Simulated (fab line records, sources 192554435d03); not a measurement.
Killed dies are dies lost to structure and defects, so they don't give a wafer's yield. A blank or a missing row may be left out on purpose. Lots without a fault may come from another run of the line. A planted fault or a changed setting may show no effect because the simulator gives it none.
fab line records | flow n5_finfet | part 1 of 2: steps 1 to 17 of 24
record lots=5 wafers=15 last_day=17
route steps=1938 shown MOL_CONTACT_COAG@564
lots that met no fault: from a run of the same line without faults
start_h: hours from the record's first day to the start of the lot's first wafer shown | wait_h: hours since the lot's step before | " the same as in the row above | L1.1+2: a row that stands for several wafers | - no value, or no start given | * or withheld: withheld | < > ~ a bound
route shown NAME@n: a module of which the file shows steps, and the number in the route of the first | usual: mean/standard deviation of fault-free wafers | same: alike in all rows | chamber/n: place in a boat | sites: the reading at each site | _std_site: their standard deviation | _edge_site: outer sites' mean less inner sites' | radius_mm: how far each site lies from the wafer's centre | mask NAME#n: copy n | behind: the tool/chamber that last shaped the wafer | hold: why the lot was held/for how many hours/how that ended | device: the transistor (n, p or np) that didn't switch | end of line: the same wafers' tests at the end of the route | a step without rows: its recipe alone | killed: dies lost to structure and defects at the first sort, not the wafer's yield | map: a wafer's dies, x killed, . not, _ none there
set.NAME: the setting as run; set.NAME@STEP: as run at that earlier step | model.NAME: the simulator's own value behind a step, which no gauge read
lots at some steps of the route; a table a step, a row a wafer
services: from which hour (start_h, from the record's first day; less than 0 if before it) a tool's chamber was out of use, for how many hours, and why
## steps
# step N5_MOL_CONTACT_COAG_COAT_75
# recipe resist=SOC temp_c=250 time_s=60 spin_rpm=1500 resist_thk_nm=60
# usual dispense_pressure_kPa=52.9/2.3 resist_line_temp_C=23.00/0.11 spin_speed_rpm=1500.2/0.92
# columns lot.wafer tool chamber start_h wait_h dispense_pressure_kPa resist_line_temp_C spin_speed_rpm
L076.1 litho_track-05 0 115.13 0.0 55.1 23.00 1501.3
L076.5 " 0 " " 55.1 22.95 1500.4
L076.6 " 0 " " 55.2 22.94 1501.1
L078.2 litho_track-05 0 122.23 0.0 55.1 23.02 1501.3
L078.3 " 0 " " 55.1 23.04 1500.1
L078.5 " 0 " " 55.1 22.85 1500.0
L090.1 litho_track-01 0 193.30 0.0 53.7 22.91 1501.7
L090.4 " 0 " " 53.7 23.04 1501.1
L090.6 " 0 " " 53.7 23.07 1500.5
L093.1 litho_track-02 0 211.55 0.0 49.1 23.00 1499.2
L093.2 " 0 " " 49.1 23.11 1501.3
L093.5 " 0 " " 49.1 22.95 1500.6
L095.1 litho_track-05 0 222.23 0.0 55.2 22.92 1501.1
L095.5 " 0 " " 55.2 22.83 1499.8
L095.6 " 0 " " 55.1 23.02 1499.7
# step N5_MOL_CONTACT_COAG_COAT_76
# recipe resist=SiARC temp_c=220 time_s=60 spin_rpm=1500 resist_thk_nm=10
# usual dispense_pressure_kPa=53.0/2.3 resist_line_temp_C=22.99/0.11 spin_speed_rpm=1500.2/0.88
# columns lot.wafer tool chamber start_h wait_h dispense_pressure_kPa resist_line_temp_C spin_speed_rpm
L076.1 litho_track-05 0 - - 55.2 23.18 1498.2
L076.5 " 0 " " 55.2 23.01 1499.1
L076.6 " 0 " " 55.1 23.09 1499.4
L078.2 litho_track-05 0 - - 55.2 23.07 1498.8
L078.3 " 0 " " 55.2 23.05 1498.9
L078.5 " 0 " " 55.1 23.03 1500.1
L090.1 litho_track-01 0 - - 53.7 23.10 1502.0
L090.4 " 0 " " 53.7 22.99 1500.0
L090.6 " 0 " " 53.7 23.02 1501.0
L093.1 litho_track-02 0 - - 49.0 22.87 1500.1
L093.2 " 0 " " 49.0 22.85 1500.3
L093.5 " 0 " " 49.1 22.83 1499.7
L095.1 litho_track-05 0 - - 55.2 22.97 1500.4
L095.5 " 0 " " 55.2 22.92 1501.8
L095.6 " 0 " " 55.2 22.99 1500.2
# step N5_MOL_CONTACT_COAG_COAT_77
# recipe resist=underlayer temp_c=205 time_s=60 spin_rpm=1500 resist_thk_nm=10
# usual dispense_pressure_kPa=53.0/2.4 resist_line_temp_C=22.99/0.1 spin_speed_rpm=1499.9/0.84
# columns lot.wafer tool chamber start_h wait_h dispense_pressure_kPa resist_line_temp_C spin_speed_rpm
L076.1 litho_track-05 0 - - 55.2 23.12 1501.2
L076.5 " 0 " " 55.2 22.98 1500.8
L076.6 " 0 " " 55.2 23.12 1499.3
L078.2 litho_track-05 0 - - 55.3 23.09 1499.8
L078.3 " 0 " " 55.2 23.08 1500.3
L078.5 " 0 " " 55.2 23.04 1499.0
L090.1 litho_track-01 0 - - 53.7 23.04 1499.8
L090.4 " 0 " " 53.7 23.05 1500.1
L090.6 " 0 " " 53.7 22.96 1500.9
L093.1 litho_track-02 0 - - 49.1 22.99 1499.6
L093.2 " 0 " " 49.1 22.97 1500.1
L093.5 " 0 " " 49.1 23.20 1500.8
L095.1 litho_track-05 0 - - 55.2 23.09 1499.7
L095.5 " 0 " " 55.1 23.05 1499.6
L095.6 " 0 " " 55.1 23.03 1499.8
# step N5_MOL_CONTACT_COAG_COAT_78
# recipe resist=CAR-EUV spin_rpm=1500 resist_thk_nm=40
# usual dispense_pressure_kPa=53.0/2.3 resist_line_temp_C=22.98/0.11 spin_speed_rpm=1499.9/0.88
# columns lot.wafer tool chamber start_h wait_h dispense_pressure_kPa resist_line_temp_C spin_speed_rpm
L076.1 litho_track-05 0 - - 55.2 23.00 1499.6
L076.5 " 0 " " 55.2 23.05 1500.2
L076.6 " 0 " " 55.2 22.93 1500.1
L078.2 litho_track-05 0 - - 55.1 22.96 1499.0
L078.3 " 0 " " 55.2 22.79 1501.5
L078.5 " 0 " " 55.1 22.92 1499.8
L090.1 litho_track-01 0 - - 53.7 23.11 1500.2
L090.4 " 0 " " 53.7 23.03 1500.5
L090.6 " 0 " " 53.8 23.24 1500.3
L093.1 litho_track-02 0 - - 49.1 23.23 1500.9
L093.2 " 0 " " 49.1 22.90 1500.7
L093.5 " 0 " " 49.0 23.06 1499.8
L095.1 litho_track-05 0 - - 55.2 22.91 1501.0
L095.5 " 0 " " 55.1 23.02 1500.6
L095.6 " 0 " " 55.1 22.85 1499.5
# step N5_MOL_CONTACT_COAG_EBR_80
# recipe solvent=PGMEA ebr_width_mm=1.5
# usual resist_line_temp_C=23.01/0.098
# columns lot.wafer tool chamber start_h wait_h resist_line_temp_C
L076.1 litho_track-05 0 - - 22.93
L076.5 " 0 " " 22.94
L076.6 " 0 " " 22.95
L078.2 litho_track-05 0 - - 23.14
L078.3 " 0 " " 23.00
L078.5 " 0 " " 23.05
L090.1 litho_track-01 0 - - 23.04
L090.4 " 0 " " 23.07
L090.6 " 0 " " 23.02
L093.1 litho_track-02 0 - - 23.12
L093.2 " 0 " " 22.96
L093.5 " 0 " " 22.92
L095.1 litho_track-05 0 - - 23.00
L095.5 " 0 " " 23.02
L095.6 " 0 " " 23.00
# step N5_MOL_CONTACT_COAG_SOFTBAKE_79
# recipe temp_c=110 time_s=60 resist=CAR-EUV
# usual resist_line_temp_C=23.00/0.093
# columns lot.wafer tool chamber start_h wait_h resist_line_temp_C
L076.1 litho_track-05 0 - - 22.88
L076.5 " 0 " " 23.04
L076.6 " 0 " " 23.08
L078.2 litho_track-05 0 - - 23.10
L078.3 " 0 " " 23.15
L078.5 " 0 " " 23.03
L090.1 litho_track-01 0 - - 22.85
L090.4 " 0 " " 22.79
L090.6 " 0 " " 22.82
L093.1 litho_track-02 0 - - 23.00
L093.2 " 0 " " 23.11
L093.5 " 0 " " 23.07
L095.1 litho_track-05 0 - - 23.04
L095.5 " 0 " " 22.91
L095.6 " 0 " " 23.00
# step N5_MOL_CONTACT_COAG_EXPOSE_81
# recipe mask_id=VG na=0.33 source_shape=annular sigma_inner=0.3 sigma_outer=0.7 polarization=unpolarized defocus_nm=0 dose_mj=59.5
# usual focus_offset_nm=-0.1/0.49
# columns lot.wafer tool chamber start_h wait_h mask focus_offset_nm
L076.1 euv_scanner-01 0 115.26 - VG#0 0.1
L076.5 " 0 " " VG#0 0.1
L076.6 " 0 " " VG#0 0.6
L078.2 euv_scanner-01 0 122.50 - VG#0 1.1
L078.3 " 0 " " VG#0 -0.1
L078.5 " 0 " " VG#0 -0.4
L090.1 euv_scanner-02 0 193.56 - VG#0 0.9
L090.4 " 0 " " VG#0 0.8
L090.6 " 0 " " VG#0 0.2
L093.1 euv_scanner-01 0 211.69 - VG#0 0.0
L093.2 " 0 " " VG#0 -0.6
L093.5 " 0 " " VG#0 -0.9
L095.1 euv_scanner-01 0 222.49 - VG#0 -0.7
L095.5 " 0 " " VG#0 -0.7
L095.6 " 0 " " VG#0 -0.6
# step N5_MOL_CONTACT_COAG_PEB_82
# recipe peb_temp_c=100 peb_time_s=60 resist=CAR-EUV
# usual resist_line_temp_C=23.01/0.1
# columns lot.wafer tool chamber start_h wait_h resist_line_temp_C
L076.1 litho_track-05 0 115.34 0.1 22.98
L076.5 " 0 " " 23.11
L076.6 " 0 " " 23.15
L078.2 litho_track-02 0 122.57 0.1 22.99
L078.3 " 0 " " 23.06
L078.5 " 0 " " 22.89
L090.1 litho_track-05 0 193.64 0.1 23.06
L090.4 " 0 " " 23.04
L090.6 " 0 " " 22.90
L093.1 litho_track-02 0 211.76 0.1 23.05
L093.2 " 0 " " 23.08
L093.5 " 0 " " 23.09
L095.1 litho_track-05 0 222.57 0.1 23.07
L095.5 " 0 " " 22.96
L095.6 " 0 " " 23.06
# step N5_MOL_CONTACT_COAG_DEVELOP_83
# recipe develop_time_s=30 developer=TMAH resist=CAR-EUV rinse_liquid=surfactant_rinse dry=air_spin dev_temp_c=23
# usual resist_line_temp_C=23.01/0.1
# columns lot.wafer tool chamber start_h wait_h resist_line_temp_C
L076.1 litho_track-05 0 - - 23.02
L076.5 " 0 " " 22.76
L076.6 " 0 " " 22.95
L078.2 litho_track-02 0 - - 22.81
L078.3 " 0 " " 22.85
L078.5 " 0 " " 22.85
L090.1 litho_track-05 0 - - 23.05
L090.4 " 0 " " 23.20
L090.6 " 0 " " 23.05
L093.1 litho_track-02 0 - - 23.02
L093.2 " 0 " " 22.90
L093.5 " 0 " " 23.15
L095.1 litho_track-05 0 - - 22.98
L095.5 " 0 " " 23.21
L095.6 " 0 " " 23.09
# step N5_MOL_CONTACT_COAG_CD_MEAS_84
# recipe target_cd_nm=25.1 landing_energy_ev=500 detector=se_inlens polarity=opening
# usual cd_nm=25.16/0.25
# columns lot.wafer tool chamber start_h wait_h cd_nm
L076.1 cd_sem-01 0 115.41 - 25.14
L076.5 " 0 " " 25.00
L076.6 " 0 " " 25.14
L078.2 cd_sem-02 0 122.64 - 25.49
L078.3 " 0 " " 25.38
L078.5 " 0 " " 25.08
L090.1 cd_sem-03 0 193.71 - 25.01
L090.4 " 0 " " 25.09
L090.6 " 0 " " 24.75
L093.1 cd_sem-02 0 211.83 - 25.38
L093.2 " 0 " " 25.17
L093.5 " 0 " " 25.46
L095.1 cd_sem-01 0 222.64 - 25.35
L095.5 " 0 " " 25.08
L095.6 " 0 " " 25.56
# step N5_MOL_CONTACT_COAG_OVL_MEAS_85
# recipe points_per_wafer=522
# usual VG_OVL=-0.4/0.71
# columns lot.wafer tool chamber start_h wait_h VG_OVL[nm]
L076.1 overlay-02 0 115.44 0.0 -1.4
L076.5 " 0 " " -0.1
L076.6 " 0 " " -0.9
L078.2 overlay-02 0 122.68 0.0 0.0
L078.3 " 0 " " -1.6
L078.5 " 0 " " -0.2
L090.1 overlay-02 0 193.74 0.0 -0.7
L090.4 " 0 " " 0.1
L090.6 " 0 " " -0.4
L093.1 overlay-02 0 211.86 0.0 -0.8
L093.2 " 0 " " -2.0
L093.5 " 0 " " -1.3
L095.1 overlay-01 0 222.67 0.0 0.6
L095.5 " 0 " " -0.7
L095.6 " 0 " " 0.1
# step N5_MOL_CONTACT_COAG_INSPECT_57
# recipe mode=adi inspect_instrument=brightfield
# usual raw_defect_count=175/43
# columns lot.wafer tool chamber start_h wait_h raw_defect_count
L076.1 defect_inspect-01 - 115.51 0.1 272
L076.5 " - " " 143
L076.6 " - " " 181
L078.2 defect_inspect-01 - 122.73 0.0 125
L078.3 " - " " 165
L078.5 " - " " 104
L090.1 defect_inspect-01 - 193.80 0.1 132
L090.4 " - " " 154
L090.6 " - " " 263
L093.1 defect_inspect-02 - 211.92 0.1 134
L093.2 " - " " 166
L093.5 " - " " 151
L095.1 defect_inspect-01 - 222.72 0.1 160
L095.5 " - " " 188
L095.6 " - " " 171
# step N5_MOL_CONTACT_COAG_DESCUM_88
# recipe chemistry=O2 time_s=7 source_power_w=50 bias_power_w=20 pressure_mtorr=20 rf_frequency_hz=2.712e+07 temp_c=40 resist=CAR-EUV o2_flow_sccm=225
# usual drypump_motor_current_A=5.8/0.62 oes_product_au=0.80/0.088 rf_vpp_V=242.6/1.1 showerhead_plenum_p_Torr=2.06/0.054 throttle_valve_pct=20.36/0.27
# columns lot.wafer tool chamber start_h wait_h drypump_motor_current_A oes_product_au rf_hours_counter_h rf_vpp_V showerhead_plenum_p_Torr throttle_valve_pct
L076.1 rie_diel-06 0 115.71 0.2 4.9 0.72 188 241.8 1.99 20.83
L076.5 " 3 " " 6.5 0.75 - 243.7 2.18 20.59
L076.6 " 0 " " 4.9 0.72 - 242.1 1.99 20.84
L078.2 rie_diel-06 2 122.76 0.0 6.2 0.99 4 243.6 2.06 20.38
L078.3 " 3 " " 6.4 0.75 156 244.0 2.18 20.59
L078.5 " 1 " " 5.9 0.70 - 241.4 1.98 20.39
L090.1 rie_diel-05 2 194.19 0.4 6.6 0.70 211 242.3 2.09 20.67
L090.4 " 2 " " 6.6 0.70 - 242.5 2.09 20.65
L090.6 " 0 " " 6.0 0.76 - 241.0 2.00 20.22
L093.1 rie_diel-05 1 212.02 0.1 6.4 0.90 48 243.0 2.05 20.28
L093.2 " 3 " " 4.9 0.82 55 243.0 2.04 19.99
L093.5 " 2 " " 6.6 0.69 - 242.6 2.09 20.66
L095.1 rie_diel-06 3 223.15 0.4 6.4 0.70 197 244.6 2.17 20.67
L095.5 " 1 " " 5.9 0.95 - 246.1 2.24 20.12
L095.6 " 3 " " 6.4 0.70 - 243.6 2.17 20.65
# step N5_MOL_CONTACT_COAG_ETCH_89
# recipe chemistry=N2/H2 target=underlayer target_depth_a=130 mask_material=CAR-EUV time_s=10.4 ion_energy_ev=200 pressure_mtorr=30 source_w=840 bias_w=150 n2_flow_sccm=200 h2_flow_sccm=200 ends=cleared
# usual drypump_motor_current_A=5.8/0.62 etch_rf_on_time_s=10.4/0.31 h2_flow_sccm=200.0/0.62 oes_product_au=0.68/0.073 rf_vpp_V=522.5/2 showerhead_plenum_p_Torr=2.50/0.066 throttle_valve_pct=17.8/0.35
# columns lot.wafer tool chamber start_h wait_h drypump_motor_current_A etch_rf_on_time_s h2_flow_sccm oes_product_au rf_hours_counter_h rf_vpp_V showerhead_plenum_p_Torr throttle_valve_pct
L076.1 rie_diel-06 0 115.74 0.0 4.9 10.1 200.0 0.63 188 520.8 2.43 18.3
L076.5 " 3 " " 6.4 10.5 199.9 0.63 - 526.0 2.67 18.1
L076.6 " 0 " " 4.9 10.2 200.3 0.61 - 521.6 2.43 18.3
L078.2 rie_diel-06 2 122.80 0.0 6.2 10.0 200.0 0.84 4 522.2 2.50 17.7
L078.3 " 3 " " 6.5 10.6 199.8 0.64 156 526.6 2.67 18.1
L078.5 " 1 " " 5.9 10.5 199.1 0.59 - 519.1 2.38 17.6
L090.1 rie_diel-05 2 194.22 0.0 6.6 10.4 199.6 0.61 211 522.6 2.52 18.1
L090.4 " 2 " " 6.6 10.3 200.9 0.60 - 524.6 2.52 18.1
L090.6 " 0 " " 6.0 10.6 200.3 0.65 - 520.7 2.46 17.8
L093.1 rie_diel-05 1 212.06 0.0 6.4 10.1 198.9 0.77 48 523.6 2.47 17.5
L093.2 " 3 " " 4.9 11.0 200.1 0.68 55 522.7 2.46 17.3
L093.5 " 2 " " 6.6 10.6 199.5 0.59 - 522.4 2.52 18.1
L095.1 rie_diel-06 3 223.18 0.0 6.5 10.8 199.2 0.61 197 526.6 2.65 18.2
L095.5 " 1 " " 5.9 10.3 200.4 0.80 - 527.9 2.69 17.3
L095.6 " 3 " " 6.5 10.9 199.5 0.61 - 527.4 2.65 18.2
# step N5_MOL_CONTACT_COAG_ETCH_90
# recipe chemistry=CF4 target=SiARC target_depth_a=130 mask_material=CAR-EUV time_s=21.7 ion_energy_ev=80 pressure_mtorr=40 source_w=545 bias_w=36 Ar_flow_sccm=100 cf4_flow_sccm=100 ends=cleared
# usual cf4_flow_sccm=100.0/0.31 drypump_motor_current_A=5.8/0.62 etch_rf_on_time_s=21.7/0.66 oes_product_au=0.68/0.073 rf_vpp_V=183.5/1.1 showerhead_plenum_p_Torr=2.10/0.051 throttle_valve_pct=15.52/0.28
# columns lot.wafer tool chamber start_h wait_h cf4_flow_sccm drypump_motor_current_A etch_rf_on_time_s oes_product_au rf_hours_counter_h rf_vpp_V showerhead_plenum_p_Torr throttle_valve_pct
L076.1 rie_diel-06 0 115.76 0.0 100.3 4.9 21.0 0.63 188 184.3 2.04 15.98
L076.5 " 3 " " 100.0 6.5 22.1 0.64 - 185.2 2.22 15.70
L076.6 " 0 " " 100.2 4.9 20.8 0.63 - 182.5 2.04 15.97
L078.2 rie_diel-06 2 122.82 0.0 100.0 6.2 20.9 0.85 4 182.8 2.12 15.51
L078.3 " 3 " " 100.2 6.4 22.0 0.64 156 186.0 2.22 15.70
L078.5 " 1 " " 100.3 5.9 21.9 0.59 - 181.1 2.03 15.65
L090.1 rie_diel-05 2 194.24 0.0 100.1 6.6 21.5 0.61 211 182.7 2.12 15.75
L090.4 " 2 " " 100.0 6.6 21.3 0.61 - 183.9 2.12 15.75
L090.6 " 0 " " 100.3 6.0 21.5 0.65 - 182.8 2.05 15.47
L093.1 rie_diel-05 1 212.08 0.0 99.7 6.4 21.2 0.77 48 183.7 2.10 15.49
L093.2 " 3 " " 99.6 4.9 23.2 0.68 55 183.8 2.09 15.09
L093.5 " 2 " " 99.7 6.6 21.9 0.60 - 183.1 2.12 15.75
L095.1 rie_diel-06 3 223.20 0.0 99.6 6.4 22.2 0.61 197 184.2 2.21 15.78
L095.5 " 1 " " 100.2 5.9 21.2 0.80 - 186.5 2.28 15.24
L095.6 " 3 " " 99.8 6.5 22.5 0.61 - 185.0 2.21 15.79
# step N5_MOL_CONTACT_COAG_ALD_131
# recipe material=SiO2 target_thk_a=50 temp_c=100 ald_precursor_family=BDEAS ald_co_reactant=O2-plasma pulse_time_s=1 co_reactant_pulse_time_s=1 purge_time_s=2 co_reactant_purge_time_s=2 ald_cycles=35 pressure_torr=2
# usual heater_power_w=78/7.4 precursor_pulse_height_rel=1.002/0.023
# columns lot.wafer tool chamber start_h wait_h heater_power_w precursor_pulse_height_rel
L076.1 ald_sin-03 1 115.84 0.1 69 1.008
L076.5 " 0 " " 98 1.011
L076.6 " 3 " " 70 0.968
L078.2 ald_sin-04 2 122.90 0.1 78 1.000
L078.3 " 0 " " 69 1.000
L078.5 " 0 " " 68 0.984
L090.1 ald_sin-03 3 194.32 0.1 72 1.031
L090.4 " 1 " " 70 1.021
L090.6 " 3 " " 75 1.022
L093.1 ald_sin-03 1 212.16 0.1 70 0.968
L093.2 " 0 " " 90 1.012
L093.5 " 2 " " 74 1.004
L095.1 ald_sin-04 3 223.28 0.1 84 1.027
L095.5 " 2 " " 79 1.005
L095.6 " 3 " " 84 1.008
# step N5_MOL_CONTACT_COAG_ETCHBACK_132
# recipe chemistry=CHF3 target=SiO2 target_depth_a=100 time_s=6.7 ion_energy_ev=200 pressure_mtorr=30 source_w=610 bias_w=170 Ar_flow_sccm=200 CHF3_flow_sccm=50
# usual drypump_motor_current_A=5.8/0.6 oes_product_au=0.79/0.089 rf_vpp_V=518/8.6 showerhead_plenum_p_Torr=2.34/0.066 throttle_valve_pct=18.70/0.28
# columns lot.wafer tool chamber start_h wait_h drypump_motor_current_A oes_product_au rf_hours_counter_h rf_vpp_V showerhead_plenum_p_Torr throttle_valve_pct
L076.1 rie_diel-06 2 116.02 0.1 6.2 1.00 2 510 2.34 18.58
L076.5 " 0 " " 4.9 0.73 - 512 2.27 19.11
L076.6 " 3 " " 6.4 0.75 - 516 2.48 18.86
L078.2 rie_diel-05 3 123.08 0.1 4.9 0.86 20 521 2.34 18.21
L078.3 " 0 " " 6.0 0.79 111 512 2.29 18.51
L078.5 " 3 " " 4.9 0.86 - 520 2.34 18.21
L090.1 rie_diel-05 0 194.50 0.1 6.0 0.76 139 512 2.28 18.55
L090.4 " 0 " " 6.0 0.76 - 511 2.28 18.56
L090.6 " 2 " " 6.6 0.71 - 534 2.35 18.77
L093.1 rie_diel-02 2 212.36 0.1 6.2 0.76 103 509 2.32 18.81
L093.2 " 3 " " 6.0 0.70 233 530 2.35 18.97
L093.5 " 2 " " 6.2 0.77 - 507 2.32 18.83
L095.1 rie_diel-05 2 223.47 0.1 6.6 0.69 222 534 2.34 18.80
L095.5 " 2 " " 6.6 0.70 - 533 2.34 18.80
L095.6 " 3 " " 4.9 0.79 - 520 2.33 18.27
